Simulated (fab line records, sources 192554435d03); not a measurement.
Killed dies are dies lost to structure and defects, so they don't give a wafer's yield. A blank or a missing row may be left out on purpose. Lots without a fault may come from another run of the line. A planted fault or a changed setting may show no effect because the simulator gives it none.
Chamber matching | flow n5_finfet | N5_BEOL_M5_ETCH_68 on rie_diel-01: 4 sister chambers
The step etches SOC in N2/H2, target depth 80 nm, overetch 16 nm, time 120 s. 18 wafers are shown with their chamber, then 9 later ones without.

WAFERS WITH THEIR CHAMBER
wafer  | chamber | showerhead_plenum_p_Torr (Torr) | drypump_motor_current_A (A) | oes_product_au (a.u.)
L076.3 | 2       | 2.52                            | 5.6                         | 0.59
L076.4 | 3       | 2.51                            | 4.7                         | 0.54
L076.6 | 3       | 2.51                            | 4.7                         | 0.54
L075.2 | 1       | 2.61                            | 5.2                         | 0.52
L075.4 | 2       | 2.52                            | 5.5                         | 0.59
L075.5 | 2       | 2.52                            | 5.5                         | 0.58
L077.2 | 1       | 2.61                            | 5.2                         | 0.52
L077.4 | 2       | 2.52                            | 5.6                         | 0.59
L077.5 | 2       | 2.52                            | 5.6                         | 0.59
L080.2 | 1       | 2.61                            | 5.2                         | 0.52
L080.3 | 2       | 2.52                            | 5.5                         | 0.59
L080.4 | 3       | 2.51                            | 4.7                         | 0.53
L081.2 | 0       | 2.64                            | 5.0                         | 0.58
L081.3 | 2       | 2.52                            | 5.6                         | 0.58
L081.5 | 2       | 2.52                            | 5.5                         | 0.58
L084.1 | 3       | 2.50                            | 4.7                         | 0.53
L084.2 | 0       | 2.64                            | 5.0                         | 0.58
L084.4 | 2       | 2.52                            | 5.5                         | 0.58

SIGNATURES (means of the wafers above)
reading                  | chamber 0 | chamber 1 | chamber 2 | chamber 3 | scatter within a chamber
showerhead_plenum_p_Torr | 2.6400    | 2.6100    | 2.5200    | 2.5075    | 0.00231
drypump_motor_current_A  | 5.000     | 5.200     | 5.544     | 4.700     | 0.0398
oes_product_au           | 0.5800    | 0.5200    | 0.5856    | 0.5350    | 0.0048
Rule: a wafer's distance from a chamber is the root of the sum, over the readings, of the square of ((its reading less the chamber's mean) divided by the reading's scatter). The wafer belongs to the nearest chamber; if the next one is less than 2 further off, it can't be placed. The scatter: the root of (the sum of the squares of (reading less its chamber's mean) over the shown wafers, divided by (wafers less chambers)).

WAFERS WITHOUT THEIR CHAMBER
wafer  | showerhead_plenum_p_Torr (Torr) | drypump_motor_current_A (A) | oes_product_au (a.u.)
L094.3 | 2.51                            | 5.5                         | 0.57
L094.4 | 2.51                            | 5.5                         | 0.57
L094.5 | 2.63                            | 5.0                         | 0.57
L089.3 | 2.63                            | 5.0                         | 0.56
L089.5 | 2.60                            | 5.2                         | 0.72
L089.6 | 2.63                            | 5.0                         | 0.56
L096.1 | 2.49                            | 4.7                         | 0.72
L096.4 | 2.59                            | 5.2                         | 0.71
L096.5 | 2.59                            | 5.2                         | 0.71

WHICH CHAMBER EACH WENT THROUGH
wafer  | from the rows above     | in truth
L094.3 | 2                       | 2
L094.4 | 2                       | 2
L094.5 | 0                       | 0
L089.3 | 0                       | 0
L089.5 | 0                       | 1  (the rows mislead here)
L089.6 | 0                       | 0
L096.1 | can't be placed: 2 or 3 | 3
L096.4 | 0                       | 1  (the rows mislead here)
L096.5 | 0                       | 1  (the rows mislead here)
Placed correctly: 5 of 9. Can't be placed from these rows: 1 (the true chamber is among the candidates in 1). Placed wrongly: 3.
